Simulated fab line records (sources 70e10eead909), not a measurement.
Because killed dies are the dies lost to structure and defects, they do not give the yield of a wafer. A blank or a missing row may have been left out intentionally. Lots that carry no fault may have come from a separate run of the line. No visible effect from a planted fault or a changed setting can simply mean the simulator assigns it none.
Which of the tools did it? | flow nand-harc | 12 lots with 36 wafers sampled at 3 steps, on a route of 1159 steps

WHAT THE GAUGES READ, wafer by wafer
NHARC_A_BLC_CD_MEAS_19.
lot  | measured     | on        | cd-nm (nm)
L075 | day 17 16:14 | cd-sem-01 | 99.0 96.7 101.1
L077 | day 17 20:47 | cd-sem-02 | 96.3 101.9 96.4
L079 | day 19 01:47 | cd-sem-03 | 97.5 95.3 92.3
L082 | day 19 13:11 | cd-sem-01 | 95.9 101.7 96.6
L083 | day 20 00:12 | cd-sem-02 | 94.1 96.8 98.0
L087 | day 20 11:08 | cd-sem-01 | 98.9 98.7 101.6
L086 | day 20 21:40 | cd-sem-03 | 100.3 98.4 99.3
L089 | day 21 00:25 | cd-sem-01 | 99.2 98.2 102.1
L090 | day 21 21:23 | cd-sem-03 | 97.8 98.8 99.2
L094 | day 22 11:59 | cd-sem-01 | 96.8 98.8 96.2
L095 | day 22 20:07 | cd-sem-01 | 98.3 100.2 98.5
L097 | day 23 13:31 | cd-sem-01 | 98.3 100.1 98.7

EACH LOT AND THE TOOL THAT RAN IT (in order: tool; ch and the chambers of the sampled wafers; start)
lot  | NHARC_A_CONTACT_ETCH_134             | NHARC_A_CONTACT_CMP_20
L075 | har-cap-etch-01 ch 0,1, day 17 05:49 | cmp-01 ch 0,3, day 17 14:10
L077 | har-cap-etch-03 ch 0,1, day 17 09:53 | cmp-01 ch 0,1,3, day 17 18:43
L079 | har-cap-etch-01 ch 0,1, day 18 17:40 | cmp-04 ch 0,3, day 18 23:11
L082 | har-cap-etch-02 ch 0,1, day 19 01:10 | cmp-04 ch 1,3, day 19 11:04
L083 | har-cap-etch-03 ch 0,1, day 19 18:58 | cmp-04 ch 2,3, day 19 22:17
L087 | har-cap-etch-02 ch 0,1, day 20 02:53 | cmp-03 ch 0,2,3, day 20 09:04
L086 | har-cap-etch-01 ch 0,1, day 20 15:25 | cmp-04 ch 0,1,2, day 20 19:39
L089 | har-cap-etch-01 ch 0,1, day 20 18:35 | cmp-01 ch 0,3, day 20 22:26
L090 | har-cap-etch-02 ch 0,1, day 21 06:11 | cmp-01 ch 0,2, day 21 19:19
L094 | har-cap-etch-03 ch 0,1, day 22 04:26 | cmp-01 ch 0,1,3, day 22 09:55
L095 | har-cap-etch-01 ch 0,1, day 22 10:44 | cmp-01 ch 1,2,3, day 22 17:52
L097 | har-cap-etch-02 ch 0,1, day 23 02:21 | cmp-03 ch 0,2,3, day 23 11:21
- NHARC_A_CONTACT_ETCH_134: etches the open film in C4F8/O2/Ar, time 140 s, target depth 700 nm.
- NHARC_A_CONTACT_CMP_20: polishes, t overpolish 30 s, target thk 300 nm.

THE ANSWER, worked out from the rows above alone
Rule: what is usual is taken from the lots themselves. Put in order of their means at a reading, lots are off if they are a third of the lots or fewer, leave a main group of 4 or more, and stand apart from it by a gap of 3 or more times the standard deviation of the main group's means; of several such gaps the widest counts. A main group is skipped when, at the precision printed for the reading in the tables above, its means are all equal. A lot without any number at a reading at which 4 lots or more have one is off too. All remaining lots with rows at the step are treated as sound.
Across all readings shown, no lot is off: no conclusion can be drawn from this.

WHAT THE SIMULATOR HAD PUT IN
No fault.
